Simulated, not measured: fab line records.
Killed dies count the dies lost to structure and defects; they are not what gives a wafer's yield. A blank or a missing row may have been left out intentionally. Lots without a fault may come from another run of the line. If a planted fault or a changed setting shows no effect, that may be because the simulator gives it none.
A sampling plan put to the test + flow nand-harc + one line in one fab, 37 faults in these records, each fault weighed on the records of the lots it struck
The plan is the line's own looks: the steps of the route at which a gauge or an inspection reads the wafer and doesn't change it. Where struck wafers have a number at a look and the file lists that look's usual mean and standard deviation on fault-free wafers, the look can be judged. Caught: 4 or more of those standard deviations (sigma) separate the usual mean from the mean of the struck wafers at a look after the fault's first step. On the tool: the fault's steps, tested the same way using the tool's own readings. Also counted as caught: the struck wafers showing another recipe, or a record that is empty for them alone.

## THE FAULTS, as the simulator had put them in
1. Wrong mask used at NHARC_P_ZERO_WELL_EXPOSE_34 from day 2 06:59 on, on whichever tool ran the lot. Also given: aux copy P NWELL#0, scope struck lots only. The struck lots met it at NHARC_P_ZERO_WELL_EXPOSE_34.
2. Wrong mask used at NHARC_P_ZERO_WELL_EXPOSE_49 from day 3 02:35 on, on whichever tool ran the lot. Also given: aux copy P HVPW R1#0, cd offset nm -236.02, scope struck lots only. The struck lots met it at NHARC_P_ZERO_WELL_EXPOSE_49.
3. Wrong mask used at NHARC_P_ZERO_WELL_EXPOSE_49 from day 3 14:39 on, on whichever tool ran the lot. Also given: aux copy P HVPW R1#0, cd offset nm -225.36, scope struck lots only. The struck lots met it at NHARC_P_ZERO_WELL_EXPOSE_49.
4. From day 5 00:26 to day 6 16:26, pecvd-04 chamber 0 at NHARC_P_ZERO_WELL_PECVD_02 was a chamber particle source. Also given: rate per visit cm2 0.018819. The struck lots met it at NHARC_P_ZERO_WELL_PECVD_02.
5. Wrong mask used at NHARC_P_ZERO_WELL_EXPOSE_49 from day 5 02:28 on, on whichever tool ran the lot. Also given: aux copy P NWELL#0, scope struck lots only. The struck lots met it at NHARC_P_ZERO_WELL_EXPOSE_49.
6. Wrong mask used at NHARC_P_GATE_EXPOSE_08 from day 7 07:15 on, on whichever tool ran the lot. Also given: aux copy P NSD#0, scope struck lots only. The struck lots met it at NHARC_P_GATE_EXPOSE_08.
7. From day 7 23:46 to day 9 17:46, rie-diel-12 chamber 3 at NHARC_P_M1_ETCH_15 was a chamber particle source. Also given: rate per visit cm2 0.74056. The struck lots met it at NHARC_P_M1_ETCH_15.
8. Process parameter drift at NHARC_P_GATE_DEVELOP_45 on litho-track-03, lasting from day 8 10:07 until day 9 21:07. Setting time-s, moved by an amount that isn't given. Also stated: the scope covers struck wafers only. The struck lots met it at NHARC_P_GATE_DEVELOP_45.
9. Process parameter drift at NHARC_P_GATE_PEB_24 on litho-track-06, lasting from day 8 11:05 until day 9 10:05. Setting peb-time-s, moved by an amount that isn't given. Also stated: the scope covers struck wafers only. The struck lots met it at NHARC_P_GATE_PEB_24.
10. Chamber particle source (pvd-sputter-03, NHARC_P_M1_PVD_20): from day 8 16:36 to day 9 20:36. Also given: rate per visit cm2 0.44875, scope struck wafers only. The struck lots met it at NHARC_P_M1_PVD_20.
11. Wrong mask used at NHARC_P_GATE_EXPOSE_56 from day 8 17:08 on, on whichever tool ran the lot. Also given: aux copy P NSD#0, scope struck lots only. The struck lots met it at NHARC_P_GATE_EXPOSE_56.
12. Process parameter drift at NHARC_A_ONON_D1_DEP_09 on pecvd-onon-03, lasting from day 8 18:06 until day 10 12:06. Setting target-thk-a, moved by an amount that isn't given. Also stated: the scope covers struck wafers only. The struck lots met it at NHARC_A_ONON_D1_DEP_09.
13. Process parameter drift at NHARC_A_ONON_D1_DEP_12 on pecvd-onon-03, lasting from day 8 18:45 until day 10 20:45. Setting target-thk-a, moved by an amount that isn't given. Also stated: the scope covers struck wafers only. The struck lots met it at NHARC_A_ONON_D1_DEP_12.
14. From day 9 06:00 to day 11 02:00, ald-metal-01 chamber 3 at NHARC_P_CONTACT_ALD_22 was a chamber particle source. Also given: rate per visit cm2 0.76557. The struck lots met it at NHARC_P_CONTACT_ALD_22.
15. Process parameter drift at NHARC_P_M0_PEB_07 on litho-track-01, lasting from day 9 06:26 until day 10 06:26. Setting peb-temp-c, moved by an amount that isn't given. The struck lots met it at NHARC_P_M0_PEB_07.
16. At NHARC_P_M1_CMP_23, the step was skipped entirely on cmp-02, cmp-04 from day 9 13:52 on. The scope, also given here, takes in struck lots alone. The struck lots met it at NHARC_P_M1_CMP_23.
17. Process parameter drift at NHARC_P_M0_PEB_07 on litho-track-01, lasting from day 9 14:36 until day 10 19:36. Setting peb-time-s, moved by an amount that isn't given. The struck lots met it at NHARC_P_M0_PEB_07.
18. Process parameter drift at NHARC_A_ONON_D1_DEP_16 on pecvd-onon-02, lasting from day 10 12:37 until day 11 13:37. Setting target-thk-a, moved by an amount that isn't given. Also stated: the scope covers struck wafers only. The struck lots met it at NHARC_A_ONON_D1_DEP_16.
19. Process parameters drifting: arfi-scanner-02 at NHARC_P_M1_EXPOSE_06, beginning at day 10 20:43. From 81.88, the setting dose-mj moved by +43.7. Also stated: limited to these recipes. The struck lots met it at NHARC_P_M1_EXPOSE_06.
20. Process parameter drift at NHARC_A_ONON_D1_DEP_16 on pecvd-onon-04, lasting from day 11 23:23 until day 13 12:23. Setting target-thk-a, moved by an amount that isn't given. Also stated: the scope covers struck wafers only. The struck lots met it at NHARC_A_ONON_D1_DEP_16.
21. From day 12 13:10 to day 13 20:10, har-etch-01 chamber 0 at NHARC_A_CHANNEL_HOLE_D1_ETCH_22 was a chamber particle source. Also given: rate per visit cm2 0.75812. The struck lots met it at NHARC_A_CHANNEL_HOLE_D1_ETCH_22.
22. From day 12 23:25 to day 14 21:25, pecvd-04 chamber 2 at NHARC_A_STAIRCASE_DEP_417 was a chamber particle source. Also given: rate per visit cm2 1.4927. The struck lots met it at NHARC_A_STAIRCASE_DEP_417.
23. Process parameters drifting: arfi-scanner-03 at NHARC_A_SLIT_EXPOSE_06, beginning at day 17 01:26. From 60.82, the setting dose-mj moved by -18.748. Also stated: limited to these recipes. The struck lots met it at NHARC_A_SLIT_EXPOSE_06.
24. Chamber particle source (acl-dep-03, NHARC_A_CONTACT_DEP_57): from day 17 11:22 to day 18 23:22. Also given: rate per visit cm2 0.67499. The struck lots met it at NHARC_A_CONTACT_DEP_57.
25. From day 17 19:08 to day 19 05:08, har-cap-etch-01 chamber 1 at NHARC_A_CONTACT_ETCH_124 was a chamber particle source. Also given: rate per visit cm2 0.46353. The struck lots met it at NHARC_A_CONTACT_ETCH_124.
26. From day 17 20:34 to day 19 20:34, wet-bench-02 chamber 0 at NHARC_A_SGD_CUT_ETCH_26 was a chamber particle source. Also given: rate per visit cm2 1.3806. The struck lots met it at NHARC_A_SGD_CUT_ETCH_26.
27. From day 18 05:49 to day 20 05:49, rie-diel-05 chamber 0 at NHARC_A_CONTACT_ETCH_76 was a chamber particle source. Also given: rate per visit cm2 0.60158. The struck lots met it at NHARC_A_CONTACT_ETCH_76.
28. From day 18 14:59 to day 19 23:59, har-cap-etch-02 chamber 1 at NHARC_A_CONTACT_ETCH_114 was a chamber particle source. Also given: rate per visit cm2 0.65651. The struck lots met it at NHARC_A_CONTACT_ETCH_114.
29. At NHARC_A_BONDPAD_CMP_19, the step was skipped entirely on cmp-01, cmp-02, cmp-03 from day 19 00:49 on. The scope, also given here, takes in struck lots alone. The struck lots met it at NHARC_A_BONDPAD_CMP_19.
30. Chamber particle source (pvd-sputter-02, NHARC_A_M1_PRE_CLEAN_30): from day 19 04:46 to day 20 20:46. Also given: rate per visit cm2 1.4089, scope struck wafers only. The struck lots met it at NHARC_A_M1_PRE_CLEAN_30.
31. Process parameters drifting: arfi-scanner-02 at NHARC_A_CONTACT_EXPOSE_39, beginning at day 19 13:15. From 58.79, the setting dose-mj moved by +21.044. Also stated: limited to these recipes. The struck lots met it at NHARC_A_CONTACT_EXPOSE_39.
32. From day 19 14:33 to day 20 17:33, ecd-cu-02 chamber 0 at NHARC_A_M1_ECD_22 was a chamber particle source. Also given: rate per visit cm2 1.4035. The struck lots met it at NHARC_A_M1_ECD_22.
33. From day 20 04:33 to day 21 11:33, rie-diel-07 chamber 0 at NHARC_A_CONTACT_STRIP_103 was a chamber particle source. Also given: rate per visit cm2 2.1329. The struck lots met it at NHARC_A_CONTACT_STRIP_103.
34. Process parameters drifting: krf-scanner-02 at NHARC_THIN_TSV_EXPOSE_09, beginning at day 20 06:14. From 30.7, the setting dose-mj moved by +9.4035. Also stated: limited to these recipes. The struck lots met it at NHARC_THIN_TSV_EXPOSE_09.
35. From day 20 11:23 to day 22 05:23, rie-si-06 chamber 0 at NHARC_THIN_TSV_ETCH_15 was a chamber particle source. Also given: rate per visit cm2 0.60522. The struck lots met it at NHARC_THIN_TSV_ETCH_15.
36. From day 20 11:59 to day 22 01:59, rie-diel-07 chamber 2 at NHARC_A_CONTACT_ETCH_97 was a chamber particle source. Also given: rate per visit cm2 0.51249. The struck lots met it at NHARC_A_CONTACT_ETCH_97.
37. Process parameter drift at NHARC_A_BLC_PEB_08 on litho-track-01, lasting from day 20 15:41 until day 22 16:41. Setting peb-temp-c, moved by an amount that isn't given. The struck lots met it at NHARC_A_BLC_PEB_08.

## WHAT THE PLAN SAW
| fault | on the tool itself                               | first look that catches it                      | reading, sigma                                        | median hours from its first step to that look | hours from the fault's start to the first struck lot there | judged looks passed uncaught |
|-------|--------------------------------------------------|-------------------------------------------------|-------------------------------------------------------|-----------------------------------------------|------------------------------------------------------------|------------------------------|
| 1     | no reading that can be judged                    | no look after it can be judged                  | -                                                     | -                                             | -                                                          | 0                            |
| 2     | no reading that can be judged                    | NHARC_P_ZERO_WELL_CD_MEAS_52                    | cd-nm -99 or beyond                                   | 0.2                                           | 3                                                          | 0                            |
| 3     | no reading that can be judged                    | NHARC_P_ZERO_WELL_CD_MEAS_52                    | cd-nm -99 or beyond                                   | 0.2                                           | 3                                                          | 0                            |
| 4     | under 2 sigma                                    | NHARC_P_STI_INSPECT_11                          | raw-defect-count +5.3                                 | 22.7                                          | 31                                                         | 1                            |
| 5     | no reading that can be judged                    | no look after it can be judged                  | -                                                     | -                                             | -                                                          | 0                            |
| 6     | no reading that can be judged                    | no look after it can be judged                  | -                                                     | -                                             | -                                                          | 0                            |
| 7     | under 2 sigma                                    | NHARC_END_SORT_01                               | killed-at-periphery +36                               | 320.4                                         | 347                                                        | 0                            |
| 8     | no reading that can be judged                    | no look after it can be judged                  | -                                                     | -                                             | -                                                          | 0                            |
| 9     | heater-power-total-W +25 sigma                   | NHARC_P_GATE_CD_MEAS_26                         | cd-nm +4.6                                            | 0.1                                           | 12                                                         | 0                            |
| 10    | under 2 sigma                                    | NHARC_END_SORT_01                               | killed-at-periphery +22                               | 312.1                                         | 328                                                        | 0                            |
| 11    | no reading that can be judged                    | no look after it can be judged                  | -                                                     | -                                             | -                                                          | 0                            |
| 12    | no reading that can be judged                    | NHARC_A_ONON_D1_THK_MEAS_11                     | thk-nm -30                                            | 0.5                                           | 9                                                          | 0                            |
| 13    | under 2 sigma                                    | NHARC_A_ONON_D1_THK_MEAS_14                     | thk-nm +9.4                                           | 0.4                                           | 9                                                          | 0                            |
| 14    | under 2 sigma                                    | NHARC_END_SORT_01                               | killed-at-periphery +38                               | 330.9                                         | 336                                                        | 1                            |
| 15    | plate-temp-C -8.3 sigma                          | NHARC_P_M0_CD_MEAS_09                           | cd-nm -4.9                                            | 0.1                                           | 4                                                          | 0                            |
| 16    | the tool's record is blank for the struck wafers | NHARC_P_M1_THK_MEAS_24                          | thk-nm +99 or beyond                                  | 0.3                                           | 3                                                          | 0                            |
| 17    | heater-power-total-W +42 sigma                   | NHARC_P_M0_CD_MEAS_09                           | cd-nm -8.9                                            | 0.1                                           | 5                                                          | 0                            |
| 18    | under 2 sigma                                    | NHARC_A_ONON_D1_THK_MEAS_18                     | thk-nm +59                                            | 0.5                                           | 15                                                         | 0                            |
| 19    | exposure-dose-mJ-cm2 +99 or beyond sigma         | NHARC_P_M1_CD_MEAS_09                           | cd-nm +33                                             | 0.1                                           | 13                                                         | 0                            |
| 20    | under 2 sigma                                    | NHARC_A_ONON_D1_THK_MEAS_18                     | thk-nm -36                                            | 0.5                                           | 3                                                          | 0                            |
| 21    | under 2 sigma                                    | NHARC_A_CHANNEL_HOLE_D1_INSPECT_40              | raw-defect-count +30                                  | 4.8                                           | 7                                                          | 0                            |
| 22    | under 2 sigma                                    | NHARC_END_SORT_01                               | killed-dies +7.7                                      | 171.0                                         | 174                                                        | 1                            |
| 23    | exposure-dose-mJ-cm2 -99 or beyond sigma         | NHARC_A_SLIT_CD_MEAS_09                         | cd-nm -23                                             | 0.1                                           | 9                                                          | 0                            |
| 24    | under 2 sigma                                    | NHARC_A_CONTACT_INSPECT_71                      | raw-defect-count +30                                  | 2.1                                           | 10                                                         | 0                            |
| 25    | no reading that can be judged                    | NHARC_END_SORT_01                               | killed-dies +7.1                                      | 85.3                                          | 90                                                         | 2                            |
| 26    | no reading that can be judged                    | NHARC_A_SGD_CUT_INSPECT_25                      | raw-defect-count +10                                  | 0.4                                           | 31                                                         | 0                            |
| 27    | under 2 sigma                                    | NHARC_END_SORT_01                               | killed-dies +4.5                                      | 68.2                                          | 69                                                         | 0                            |
| 28    | no reading that can be judged                    | none of the 3 looks that can be judged after it | strongest: killed-at-array at NHARC_END_SORT_01, +2.8 | -                                             | -                                                          | 3                            |
| 29    | the tool's record is blank for the struck wafers | NHARC_A_BONDPAD_THK_MEAS_20                     | thk-nm +99 or beyond                                  | 0.3                                           | 3                                                          | 0                            |
| 30    | under 2 sigma                                    | NHARC_END_SORT_01                               | sort_bin_3_pct +19                                    | 36.5                                          | 42                                                         | 0                            |
| 31    | exposure-dose-mJ-cm2 +99 or beyond sigma         | NHARC_A_CONTACT_CD_MEAS_42                      | cd-nm +23                                             | 0.1                                           | 3                                                          | 0                            |
| 32    | no reading that can be judged                    | NHARC_END_SORT_01                               | killed-at-array +43                                   | 51.8                                          | 58                                                         | 0                            |
| 33    | no reading that can be judged                    | NHARC_END_SORT_01                               | killed-at-array +4.0                                  | 57.3                                          | 58                                                         | 0                            |
| 34    | exposure-dose-mJ-cm2 +99 or beyond sigma         | not the one look that can be judged after it    | strongest: cd-nm at NHARC_THIN_TSV_CD_MEAS_12, +3.4   | -                                             | -                                                          | 1                            |
| 35    | under 2 sigma                                    | NHARC_END_SORT_01                               | killed-at-other +44                                   | 16.8                                          | 20                                                         | 0                            |
| 36    | under 2 sigma                                    | NHARC_END_SORT_01                               | killed-dies +5.5                                      | 75.2                                          | 80                                                         | 1                            |
| 37    | plate-temp-C -99 or beyond sigma                 | NHARC_A_BLC_CD_MEAS_10                          | cd-nm -82                                             | 0.1                                           | 1                                                          | 0                            |
A dash: the fault isn't caught, or these records don't give the number.

Caught at a look: 30 of 37. Caught on the tool: 10 of 37. By one or the other: 31 of 37.
Caught on the tool alone: fault 34.
Caught at a look alone: faults 2, 3, 4, 7, 10, 12, 13, 14, 18, 20, 21, 22, 24, 25, 26, 27, 30, 32, 33, 35, 36.
Caught by neither: faults 1, 5, 6, 8, 11, 28.

## THINNER SAMPLING
Were the look that catches a fault to measure just every second or every third lot (counted by lot number), the first struck lot would, at worst, be measured this late:
| fault | struck lots at that look, in order of time | every lot | every second lot | every third lot |
|-------|--------------------------------------------|-----------|------------------|-----------------|
| 2     | L412                                       | 3 h       | may miss it      | may miss it     |
| 3     | L546                                       | 3 h       | may miss it      | may miss it     |
| 4     | L621, L622, L625                           | 31 h      | 41 h             | may miss all 3  |
| 7     | L536, L535                                 | 347 h     | 354 h            | may miss all 2  |
| 9     | L737, L739, L738                           | 12 h      | 17 h             | 17 h            |
| 10    | L328, L326                                 | 328 h     | may miss all 2   | may miss all 2  |
| 12    | L597, L600                                 | 9 h       | 37 h             | may miss all 2  |
| 13    | L931                                       | 9 h       | may miss it      | may miss it     |
| 14    | L502, L506                                 | 336 h     | may miss all 2   | may miss all 2  |
| 15    | L995, L997                                 | 4 h       | may miss all 2   | may miss all 2  |
| 16    | L920, L922                                 | 3 h       | may miss all 2   | may miss all 2  |
| 17    | L276, L278                                 | 5 h       | may miss all 2   | may miss all 2  |
| 18    | L701, L702                                 | 15 h      | 15 h             | may miss all 2  |
| 19    | L715, L718, L717                           | 13 h      | 15 h             | may miss all 3  |
| 20    | L912, L913                                 | 3 h       | 8 h              | may miss all 2  |
| 21    | L117, L120                                 | 7 h       | 30 h             | may miss all 2  |
| 22    | L597, L600                                 | 174 h     | 218 h            | may miss all 2  |
| 23    | L666, L671                                 | 9 h       | 31 h             | may miss all 2  |
| 24    | L818, L823                                 | 10 h      | 26 h             | may miss all 2  |
| 25    | L462, L466                                 | 90 h      | may miss all 2   | may miss all 2  |
| 26    | L356                                       | 31 h      | may miss it      | may miss it     |
| 27    | L732                                       | 69 h      | may miss it      | may miss it     |
| 29    | L190, L194, L191                           | 3 h       | 17 h             | may miss all 3  |
| 30    | L735, L741                                 | 42 h      | may miss all 2   | may miss all 2  |
| 31    | L250, L253, L252                           | 3 h       | 3 h              | may miss all 3  |
| 32    | L683, L684                                 | 58 h      | 68 h             | may miss all 2  |
| 33    | L321                                       | 58 h      | may miss it      | may miss it     |
| 35    | L278, L281                                 | 20 h      | 52 h             | may miss all 2  |
| 36    | L909, L907                                 | 80 h      | may miss all 2   | may miss all 2  |
| 37    | L710, L711                                 | 1 h       | 4 h              | may miss all 2  |
Hours are from the fault's start to the first struck lot that is measured. Since the struck wafers were tested as one group against 4 sigma, a single lot by itself may lie under the limit. Other struck lots may not be in these records.

## THE LONGEST TIMED WAY FROM STEP TO LOOK
Fault 14: a median of 330.9 hours passes between NHARC_P_CONTACT_ALD_22 and NHARC_END_SORT_01. The look between them that can be judged stayed within 4 sigma: NHARC_THIN_TSV_THK_MEAS_02.
